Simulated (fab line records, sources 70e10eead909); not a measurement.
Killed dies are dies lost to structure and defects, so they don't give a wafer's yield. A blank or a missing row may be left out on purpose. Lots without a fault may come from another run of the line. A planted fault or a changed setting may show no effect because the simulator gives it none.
fab line records | flow nand_harc
record lots=7 wafers=18 last_day=23
route steps=1159 shown A_SLIT@799 A_SIN_REMOVE@804 A_WL_FILL@809 END@1159
lots that met no fault: from a run of the same line without faults
start_h: hours from the record's first day to the start of the lot's first wafer shown | wait_h: hours since the lot's step before | " the same as in the row above | L1.1+2: a row that stands for several wafers | - no value, or no start given | * or withheld: withheld | < > ~ a bound
route shown NAME@n: a module of which the file shows steps, and the number in the route of the first | usual: mean/standard deviation of fault-free wafers | same: alike in all rows | chamber/n: place in a boat | sites: the reading at each site | _std_site: their standard deviation | _edge_site: outer sites' mean less inner sites' | radius_mm: how far each site lies from the wafer's centre | mask NAME#n: copy n | behind: the tool/chamber that last shaped the wafer | hold: why the lot was held/for how many hours/how that ended | device: the transistor (n, p or np) that didn't switch | end of line: the same wafers' tests at the end of the route | a step without rows: its recipe alone | killed: dies lost to structure and defects at the first sort, not the wafer's yield | map: a wafer's dies, x killed, . not, _ none there
set.NAME: the setting as run; set.NAME@STEP: as run at that earlier step | model.NAME: the simulator's own value behind a step, which no gauge read
lots at some steps of the route; a table a step, a row a wafer
services: from which hour (start_h, from the record's first day; less than 0 if before it) a tool's chamber was out of use, for how many hours, and why
## steps
# step NHARC_A_SLIT_ETCH_29
# recipe target_depth_a=1000 overetch_a=100 time_s=55 ion_energy_ev=100 cf4_flow_sccm=80 o2_flow_sccm=20 ar_flow_sccm=0 rf_w=300 bias_w=100 chemistry=CF4/O2
# usual cf4_flow_sccm=79.95/0.26 drypump_motor_current_A=5.9/0.3 oes_product_au=1.002/0.0098 rf_vpp_V=197.9/1.1 showerhead_plenum_p_Torr=1.35/0.04 throttle_valve_pct=13.398/0.0083
# columns lot.wafer tool chamber start_h wait_h cf4_flow_sccm drypump_motor_current_A oes_product_au rf_hours_counter_h rf_vpp_V showerhead_plenum_p_Torr throttle_valve_pct
L258.2 rie_diel-06 0 353.62 0.1 80.37 6.2 1.006 8 196.8 1.32 13.400
L258.1 " 2 " " 80.07 5.8 1.021 8 196.8 1.34 13.394
L258.3 " 3 " " 79.75 5.9 1.000 6 196.4 1.30 13.392
L260.1 rie_diel-07 0 370.63 0.1 80.18 6.4 0.999 9 198.4 1.34 13.406
L260.3 " 1 " " 79.85 5.4 1.013 9 200.3 1.41 13.404
L260.5 " 0 " " 80.12 6.5 1.003 - 198.9 1.34 13.394
L264.4 rie_diel-02 2 378.41 0.1 79.92 6.0 1.009 3 199.3 1.40 13.406
L264.6 " 1 " " 80.82 6.0 1.003 - 196.4 1.31 13.404
L267.1 rie_diel-06 3 391.00 0.1 80.15 5.9 1.005 9 197.2 1.30 13.383
L267.6 " 3 " " 80.24 5.9 1.014 - 195.8 1.30 13.401
L268.1 rie_diel-07 1 400.39 0.1 80.16 5.4 1.016 10 197.9 1.41 13.404
L268.3 " 0 " " 79.77 6.4 1.005 10 197.7 1.34 13.393
L272.2 rie_diel-07 3 425.55 0.1 79.87 5.4 1.009 1 198.7 1.37 13.410
L272.1 " 0 " " 79.50 6.4 1.007 1 198.9 1.34 13.386
L272.4 " 2 " " 80.11 5.7 0.980 1 198.2 1.38 13.412
L271.4 rie_diel-07 0 426.56 0.1 79.98 6.4 1.006 1 196.8 1.34 13.389
L271.6 " 2 " " 80.24 5.8 0.977 - 198.6 1.38 13.392
L271.5 " 3 " " 80.02 5.4 1.009 - 198.8 1.37 13.393
# step NHARC_A_SLIT_STRIP_18
# recipe o2_flow_sccm=500 ar_flow_sccm=0 bias_w=0 chemistry=O2
# usual drypump_motor_current_A=5.9/0.31 oes_product_au=1.002/0.011 rf_vpp_V=57.8/0.89 showerhead_plenum_p_Torr=3.56/0.1 throttle_valve_pct=17.038/0.009
# columns lot.wafer tool chamber start_h wait_h drypump_motor_current_A oes_product_au rf_hours_counter_h rf_vpp_V showerhead_plenum_p_Torr throttle_valve_pct
L258.1 rie_diel-06 3 - - 5.9 1.005 6 56.2 3.44 17.045
L258.3 " 0 " " 6.2 0.986 8 58.4 3.49 17.030
L258.2 " 1 " " 5.9 1.009 6 58.4 3.53 17.040
L260.1 rie_diel-07 3 - - 5.4 0.995 9 57.7 3.61 17.031
L260.3 " 1 " " 5.4 1.007 9 58.7 3.71 17.036
L260.5 " 0 " " 6.5 0.999 - 57.1 3.53 17.032
L264.4 rie_diel-02 2 - - 6.0 1.006 3 58.5 3.70 17.050
L264.6 " 1 " " 6.1 1.008 - 57.5 3.47 17.035
L267.1 rie_diel-06 3 - - 5.9 0.998 9 57.8 3.43 17.043
L267.6 " 0 " " 6.2 0.974 - 58.9 3.49 17.052
L268.1 rie_diel-07 3 - - 5.4 0.982 10 56.7 3.61 17.040
L268.3 " 2 " " 5.8 0.991 10 59.7 3.65 17.042
L272.2 rie_diel-07 2 - - 5.8 0.983 1 59.0 3.65 17.036
L272.4 " 3 " " 5.4 1.005 1 58.6 3.61 17.034
L272.1 " 0 " " 6.4 1.005 1 58.7 3.53 17.036
L271.4 rie_diel-07 3 - - 5.4 1.011 1 59.8 3.61 17.026
L271.5 " 3 " " 5.4 1.019 - 58.6 3.61 17.045
L271.6 " 0 " " 6.5 1.004 - 59.0 3.53 17.036
# step NHARC_A_SLIT_PRECLEAN_19
# recipe time_s=* temp_c=50 bath_age_min=0 chemistry=SC1
# step NHARC_A_SLIT_SRD_20
# step NHARC_A_SLIT_CD_MEAS_21
# usual cd_nm=289.2/0.82
# columns lot.wafer tool chamber start_h wait_h cd_nm
L258.1 cd_sem-03 - 354.15 - 288.7
L258.2 " - " " 288.8
L258.3 " - " " 290.1
L260.1 cd_sem-01 - 371.16 - 289.2
L260.3 " - " " 289.0
L260.5 " - " " 289.6
L264.4 cd_sem-03 - 378.95 - 288.6
L264.6 " - " " 288.5
L267.1 cd_sem-01 - 391.54 - 289.0
L267.6 " - " " 289.2
L268.1 cd_sem-01 - 400.93 - 290.5
L268.3 " - " " 289.1
L272.1 cd_sem-02 - 426.09 - 288.6
L272.2 " - " " 287.9
L272.4 " - " " 288.3
L271.4 cd_sem-03 - 427.09 - 289.6
L271.5 " - " " 289.1
L271.6 " - " " 289.2
# step NHARC_A_SIN_REMOVE_WET_00
# recipe temp_c=160 time_s=15300 chemistry=H3PO4
# step NHARC_A_SIN_REMOVE_PRECLEAN_01
# recipe time_s=* temp_c=50 bath_age_min=0 chemistry=SC1
# step NHARC_A_SIN_REMOVE_SRD_02
# step NHARC_A_SIN_REMOVE_INSPECT_04
# usual raw_defect_count=291/81
# columns lot.wafer tool chamber start_h wait_h raw_defect_count
L258.1 defect_inspect-02 - 359.31 0.0 250
L258.2 " - " " 302
L258.3 " - " " 231
L260.1 defect_inspect-02 - 377.21 0.1 412
L260.3 " - " " 344
L260.5 " - " " 301
L264.4 defect_inspect-02 - 386.69 0.0 223
L264.6 " - " " 190
L267.1 defect_inspect-02 - 397.87 0.0 309
L267.6 " - " " 471
L268.1 defect_inspect-02 - 408.65 0.0 453
L268.3 " - " " 171
L272.1 defect_inspect-02 - 433.05 0.0 193
L272.2 " - " " 221
L272.4 " - " " 316
L271.4 defect_inspect-02 - 433.07 0.0 388
L271.5 " - " " 350
L271.6 " - " " 246
# step NHARC_A_WL_FILL_ALD_00
# recipe target_thk_a=30 pulse_time_s=3 ald_cycles=30 temp_c=300 material=Al2O3
# usual ald_cycles=30/0 heater_power_w=460/52 precursor_pulse_height_rel=0.999/0.02
# columns lot.wafer tool chamber start_h wait_h ald_cycles heater_power_w precursor_pulse_height_rel since_wet_clean_h
L258.2 ald_hk-04 2 359.37 0.1 30 528 0.994 163
L258.1 " 3 " " 30 443 0.991 163
L258.3 " 1 " " 30 428 1.003 163
L260.1 ald_hk-02 3 379.33 2.1 30 558 0.985 89
L260.3 " 0 " " 30 421 0.977 89
L260.5 " 2 " " 30 522 1.014 -
L264.4 ald_hk-02 3 386.75 0.1 30 555 1.012 97
L264.6 " 3 " " 30 555 0.986 -
L267.1 ald_hk-02 0 397.99 0.1 30 423 0.985 108
L267.6 " 2 " " 30 517 0.978 -
L268.1 ald_hk-02 0 408.71 0.1 30 423 1.003 119
L268.3 " 3 " " 30 553 0.983 119
L272.1 ald_hk-04 1 433.11 0.1 30 413 1.023 59
L272.4 " 2 " " 30 541 0.981 59
L272.2 " 3 " " 30 448 0.988 59
L271.4 ald_hk-02 0 433.27 0.2 30 429 1.030 143
L271.5 " 0 " " 30 421 1.026 -
L271.6 " 1 " " 30 422 1.020 -
# step NHARC_A_WL_FILL_RTA_01
# recipe temp_c=1000 time_s=5
# usual lamp_power_pct=32.9/1.7 lamp_zone_6_pct=32.8/1.7 lamp_zone_7_pct=33.4/1.8 wafer_temp_C_max=1003.5/1.1
# columns lot.wafer tool chamber start_h wait_h lamp_power_pct lamp_zone_6_pct lamp_zone_7_pct wafer_temp_C_max
L258.1 rtp_anneal-02 0 359.76 - 31.5 31.4 31.9 1003.1
L258.2 " 0 " " 31.5 31.4 31.9 1003.0
L258.3 " 0 " " 31.4 31.4 31.9 1002.3
L260.1 rtp_anneal-02 0 379.54 - 31.5 31.3 31.9 1004.2
L260.3 " 0 " " 31.5 31.3 32.0 1003.0
L260.5 " 0 " " 31.5 31.3 32.0 1003.4
L264.4 rtp_anneal-02 0 387.10 - 31.4 31.3 31.9 1002.7
L264.6 " 0 " " 31.4 31.3 31.9 1003.2
L267.1 rtp_anneal-02 0 398.19 - 31.4 31.4 31.9 1002.5
L267.6 " 0 " " 31.4 31.4 31.9 1002.0
L268.1 rtp_anneal-01 0 408.98 - 35.0 34.9 35.5 1004.8
L268.3 " 0 " " 34.9 34.9 35.6 1003.7
L272.1 rtp_anneal-01 0 433.53 - 35.0 34.9 35.5 1003.4
L272.2 " 0 " " 35.0 34.9 35.5 1004.4
L272.4 " 0 " " 34.9 34.9 35.6 1004.9
L271.4 rtp_anneal-01 0 433.79 - 35.0 34.9 35.6 1003.4
L271.5 " 0 " " 35.0 34.9 35.6 1003.2
L271.6 " 0 " " 35.0 34.9 35.5 1004.1
# step NHARC_A_WL_FILL_ALD_02
# recipe target_thk_a=20 pulse_time_s=3 ald_cycles=100 temp_c=450 material=TiN
# usual ald_cycles=100/0 heater_power_w=1021/100 precursor_pulse_height_rel=0.998/0.021
# columns lot.wafer tool chamber start_h wait_h ald_cycles heater_power_w precursor_pulse_height_rel since_wet_clean_h
L258.3 ald_metal-03 1 360.02 0.2 100 1047 0.988 28
L258.2 " 2 " " 100 1108 0.994 28
L258.1 " 3 " " 100 764 0.993 28
L260.1 ald_metal-04 0 379.76 0.2 100 1045 1.036 142
L260.3 " 1 " " 100 1033 0.996 142
L260.5 " 0 " " 100 1066 0.983 -
L264.4 ald_metal-03 0 387.43 0.3 52 912 1.011 -
L264.6 " 2 " " 100 1098 1.018 -
L267.1 ald_metal-03 2 398.51 0.3 52 1101 1.008 67
L267.6 " 0 " " 100 921 1.022 -
L268.3 ald_metal-03 2 409.23 0.2 100 1137 1.002 77
L268.1 " 3 " " 52 797 0.990 77
L272.2 ald_metal-04 2 433.75 0.2 100 906 0.988 18
L272.1 " 0 " " 100 1043 1.002 18
L272.4 " 1 " " 100 975 1.005 18
L271.4 ald_metal-01 3 433.96 0.1 100 1100 0.999 144
L271.5 " 2 " " 100 1114 0.995 -
L271.6 " 3 " " 100 1117 0.996 -
# step NHARC_END_SORT_01
# recipe temp_c=25
# usual killed_at_array=29/9.4 killed_at_other=0.7/1.3 killed_at_periphery=2.9/2.1 killed_dies=32/9 killed_open=3.3/1.8 killed_short=1.9/1.4
# same gross_dies=677
# columns lot.wafer tool chamber start_h wait_h killed_at_array killed_at_other killed_at_periphery killed_dies killed_open killed_short
L258.1 prober-02 0 486.97 2.5 21 0 2 23 3 1
L258.2 prober-02 0 487.77 2.8 29 1 3 33 1 3
L258.3 prober-02 0 488.57 3.1 26 0 4 30 4 2
L260.1 prober-01 0 495.49 2.5 28 0 0 28 3 2
L260.3 prober-01 0 497.09 3.1 15 0 1 16 2 3
L260.5 prober-01 0 498.69 3.7 18 0 2 20 3 1
L267.1 prober-02 0 511.84 2.5 675 0 2 677 1 2
L267.6 prober-02 0 515.79 4.0 33 0 2 35 6 1
L264.4 prober-01 0 513.40 3.4 676 1 0 677 3 2
L264.6 prober-01 0 514.99 4.0 12 0 2 14 4 0
L268.1 prober-01 0 518.77 2.5 670 4 3 677 1 6
L272.1 prober-02 0 548.01 2.5 29 2 4 35 3 3
L272.2 prober-02 0 548.79 2.8 28 2 3 33 3 2
L272.4 prober-02 0 550.36 3.4 26 3 5 34 6 3
# killed by level:class
L258.1 A_CHANNEL_HOLE_D1:chamber_film_flake=13 A_STAIRCASE:chamber_film_flake=3 P_M0:geometric_particle:open=2 A_CONTACT:chamber_film_flake=2 A_WL_FILL:geometric_particle:short=1 A_CONTACT:geometric_particle:open=1 A_ZERO_WELL:chamber_film_flake=1
L258.2 A_CHANNEL_HOLE_D1:chamber_film_flake=15 A_STAIRCASE:chamber_film_flake=5 A_CONTACT:chamber_film_flake=3 A_CONTACT:geometric_particle:short=2 A_WL_FILL:chamber_film_flake=2 P_GATE:geometric_particle:short=1 A_CONTACT:geometric_particle:open=1 P_STI:chamber_film_flake=1
L258.3 A_CHANNEL_HOLE_D1:chamber_film_flake=10 A_CONTACT:chamber_film_flake=5 A_STAIRCASE:chamber_film_flake=4 P_M0:geometric_particle:short=2 A_ZERO_WELL:chamber_film_flake=2 P_M0:geometric_particle:open=1 A_CONTACT:geometric_particle:open=1 A_BLC:geometric_particle:open=1
L260.1 A_CHANNEL_HOLE_D1:chamber_film_flake=7 A_STAIRCASE:chamber_film_flake=5 A_SGD_CUT:chamber_film_flake=4 A_WL_FILL:chamber_film_flake=3 A_CONTACT:chamber_film_flake=3 A_ONON_D1:geometric_particle:short=1 A_ONON_D1:geometric_particle:open=1 A_WL_FILL:geometric_particle:short=1
L260.3 A_CHANNEL_HOLE_D1:chamber_film_flake=6 A_CONTACT:chamber_film_flake=3 A_CONTACT:geometric_particle:open=2 A_STAIRCASE:chamber_film_flake=2 P_M0:geometric_particle:short=1 A_CONTACT:geometric_particle:short=1 A_M0:geometric_particle:short=1
L260.5 A_CHANNEL_HOLE_D1:chamber_film_flake=4 A_STAIRCASE:chamber_film_flake=4 A_SGD_CUT:chamber_film_flake=4 A_CONTACT:chamber_film_flake=2 P_M0:geometric_particle:open=1 P_M1:geometric_particle:open=1 A_ONON_D1:geometric_particle:short=1 A_ONON_D1:geometric_particle:open=1
L267.1 A_WL_FILL:area_ald=630 A_CHANNEL_HOLE_D1:chamber_film_flake=16 A_SLIT:chamber_film_flake=14 A_STAIRCASE:chamber_film_flake=8 A_CONTACT:chamber_film_flake=5 P_M0:geometric_particle:short=1 A_WL_FILL:geometric_particle:short=1 A_M1:geometric_particle:open=1
L264.4 A_WL_FILL:area_ald=660 A_CONTACT:chamber_film_flake=6 A_CHANNEL_HOLE_D1:chamber_film_flake=3 A_CONTACT:geometric_particle:open=2 A_WL_FILL:chamber_film_flake=2 A_CHANNEL_HOLE_D1:geometric_particle:short=1 A_CHANNEL_FILL_D1:geometric_particle:short=1 STARTING-WAFER:geometric_particle:open=1
L264.6 A_CHANNEL_HOLE_D1:chamber_film_flake=5 A_WL_FILL:chamber_film_flake=2 A_CONTACT:chamber_film_flake=2 P_CONTACT:geometric_particle:open=1 P_M2:geometric_particle:open=1 A_CONTACT:geometric_particle:open=1 A_M1:geometric_particle:open=1 A_ZERO_WELL:chamber_film_flake=1
L267.6 A_CHANNEL_HOLE_D1:chamber_film_flake=13 A_SLIT:chamber_film_flake=10 A_ONON_D1:geometric_particle:open=3 A_STAIRCASE:chamber_film_flake=2 P_CONTACT:geometric_particle:open=1 A_SGD_CUT:geometric_particle:open=1 A_WL_FILL:geometric_particle:short=1 A_WL_FILL:geometric_particle:open=1
L268.1 A_WL_FILL:area_ald=655 A_CONTACT:chamber_film_flake=6 A_CHANNEL_HOLE_D1:chamber_film_flake=5 STARTING-WAFER:geometric_particle:short=2 THIN_TSV:chamber_film_flake=2 P_CONTACT:geometric_particle:short=1 P_M0:geometric_particle:short=1 A_ONON_D1:geometric_particle:short=1
L272.1 A_CHANNEL_HOLE_D1:chamber_film_flake=16 A_CHANNEL_FILL_D1:chamber_film_flake=5 A_CONTACT:chamber_film_flake=3 THIN_TSV:chamber_film_flake=2 P_M0:geometric_particle:open=1 P_M1:geometric_particle:open=1 A_ONON_D1:geometric_particle:open=1 A_ONON_D1:geometric_particle:short=1
L272.2 A_CHANNEL_HOLE_D1:chamber_film_flake=17 A_CONTACT:chamber_film_flake=3 THIN_TSV:chamber_film_flake=2 P_M0:geometric_particle:open=1 A_ONON_D1:geometric_particle:short=1 A_CHANNEL_HOLE_D1:geometric_particle:open=1 A_CHANNEL_FILL_D1:geometric_particle:open=1 A_CONTACT:geometric_particle:short=1
L272.4 A_CHANNEL_HOLE_D1:chamber_film_flake=12 A_CHANNEL_FILL_D1:chamber_film_flake=3 A_CONTACT:chamber_film_flake=3 THIN_TSV:chamber_film_flake=3 A_ZERO_WELL:chamber_film_flake=2 P_STI:geometric_particle:open=1 P_M0:geometric_particle:short=1 P_M1:geometric_particle:open=1
# map L264.4 (x killed, . not)
____________x____________
_________xxxxxxx_________
_______xxxxxxxxxxx_______
______xxxxxxxxxxxxx______
_____xxxxxxxxxxxxxxx_____
____xxxxxxxxxxxxxxxxx____
____xxxxxxxxxxxxxxxxx____
___xxxxxxxxxxxxxxxxxxx___
___xxxxxxxxxxxxxxxxxxx___
__xxxxxxxxxxxxxxxxxxxxx__
__xxxxxxxxxxxxxxxxxxxxx__
_xxxxxxxxxxxxxxxxxxxxxxx_
_xxxxxxxxxxxxxxxxxxxxxxx_
_xxxxxxxxxxxxxxxxxxxxxxx_
_xxxxxxxxxxxxxxxxxxxxxxx_
_xxxxxxxxxxxxxxxxxxxxxxx_
xxxxxxxxxxxxxxxxxxxxxxxxx
xxxxxxxxxxxxxxxxxxxxxxxxx
xxxxxxxxxxxxxxxxxxxxxxxxx
xxxxxxxxxxxxxxxxxxxxxxxxx
xxxxxxxxxxxxxxxxxxxxxxxxx
_xxxxxxxxxxxxxxxxxxxxxxx_
_xxxxxxxxxxxxxxxxxxxxxxx_
_xxxxxxxxxxxxxxxxxxxxxxx_
_xxxxxxxxxxxxxxxxxxxxxxx_
_xxxxxxxxxxxxxxxxxxxxxxx_
__xxxxxxxxxxxxxxxxxxxxx__
__xxxxxxxxxxxxxxxxxxxxx__
___xxxxxxxxxxxxxxxxxxx___
___xxxxxxxxxxxxxxxxxxx___
____xxxxxxxxxxxxxxxxx____
____xxxxxxxxxxxxxxxxx____
_____xxxxxxxxxxxxxxx_____
______xxxxxxxxxxxxx______
_______xxxxxxxxxxx_______
_________xxxxxxx_________
____________x____________
# map L267.1 (x killed, . not)
____________x____________
_________xxxxxxx_________
_______xxxxxxxxxxx_______
______xxxxxxxxxxxxx______
_____xxxxxxxxxxxxxxx_____
____xxxxxxxxxxxxxxxxx____
____xxxxxxxxxxxxxxxxx____
___xxxxxxxxxxxxxxxxxxx___
___xxxxxxxxxxxxxxxxxxx___
__xxxxxxxxxxxxxxxxxxxxx__
__xxxxxxxxxxxxxxxxxxxxx__
_xxxxxxxxxxxxxxxxxxxxxxx_
_xxxxxxxxxxxxxxxxxxxxxxx_
_xxxxxxxxxxxxxxxxxxxxxxx_
_xxxxxxxxxxxxxxxxxxxxxxx_
_xxxxxxxxxxxxxxxxxxxxxxx_
xxxxxxxxxxxxxxxxxxxxxxxxx
xxxxxxxxxxxxxxxxxxxxxxxxx
xxxxxxxxxxxxxxxxxxxxxxxxx
xxxxxxxxxxxxxxxxxxxxxxxxx
xxxxxxxxxxxxxxxxxxxxxxxxx
_xxxxxxxxxxxxxxxxxxxxxxx_
_xxxxxxxxxxxxxxxxxxxxxxx_
_xxxxxxxxxxxxxxxxxxxxxxx_
_xxxxxxxxxxxxxxxxxxxxxxx_
_xxxxxxxxxxxxxxxxxxxxxxx_
__xxxxxxxxxxxxxxxxxxxxx__
__xxxxxxxxxxxxxxxxxxxxx__
___xxxxxxxxxxxxxxxxxxx___
___xxxxxxxxxxxxxxxxxxx___
____xxxxxxxxxxxxxxxxx____
____xxxxxxxxxxxxxxxxx____
_____xxxxxxxxxxxxxxx_____
______xxxxxxxxxxxxx______
_______xxxxxxxxxxx_______
_________xxxxxxx_________
____________x____________
## services
# columns tool chamber start_h hours kind
rie_diel-07 0 335.22 - clean
rie_diel-07 1 335.22 - clean
rie_diel-07 2 335.22 - clean
rie_diel-07 3 335.22 - clean
rie_diel-07 3 337.54 5.3 repair
rie_diel-06 - 342.28 0.6 repair
rie_diel-06 - 342.88 1.2 repair
rie_diel-07 0 359.72 - clean
rie_diel-07 1 359.72 - clean
rie_diel-07 2 359.72 - clean
rie_diel-07 3 359.72 - clean
ald_metal-04 3 360.33 28.0 repair
ald_hk-04 - 364.00 10.0 pm
ald_metal-03 1 377.92 26.3 repair
rie_diel-02 2 382.50 8.2 repair
rie_diel-07 0 384.22 - clean
rie_diel-07 1 384.22 - clean
rie_diel-07 2 384.22 - clean
rie_diel-02 0 388.96 12.8 repair
rie_diel-07 2 404.52 7.0 repair
rie_diel-07 - 404.90 0.2 repair
rie_diel-07 - 405.20 9.0 pm
ald_metal-04 - 406.00 10.0 pm
rie_diel-06 - 418.20 9.0 pm
## key
first_sign step=NHARC_A_WL_FILL_ALD_02 reading=ald_cycles direction=down sigmas=99+ usual=100 struck=52
effect step=NHARC_END_SORT_01 reading=killed_dies direction=up sigmas=72 usual=32 struck=677
more_kills_born_at NHARC_A_WL_FILL_ALD_02@ald_metal-03=1945
met_at NHARC_A_WL_FILL_ALD_02
struck_wafers L264.4,L267.1,L268.1
later_rows_left_out L264.4,L267.1,L268.1
tester_left_out L264,L267,L268
onset_between 360.02 387.43
fault kind=process_parameter_drift tool=ald_metal-03 chamber=- onset_h=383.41 steps=NHARC_A_WL_FILL_ALD_02 channel=ald_cycles offset=-48 shape=step end_h=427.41 scope=struck_wafers_only acts_in=these_recipes_only stated=100
# tester_left_out: of these lots the tester's yield and bins aren't shown, on N5 and GAA mostly nor the transistor test; their killed dies are dies lost to structure and defects alone, not to doping, threshold or leakage, so they don't give the yield
# later_rows_left_out: the simulator's readings of these wafers behind a module that went badly wrong aren't trusted and aren't shown, but for the sort
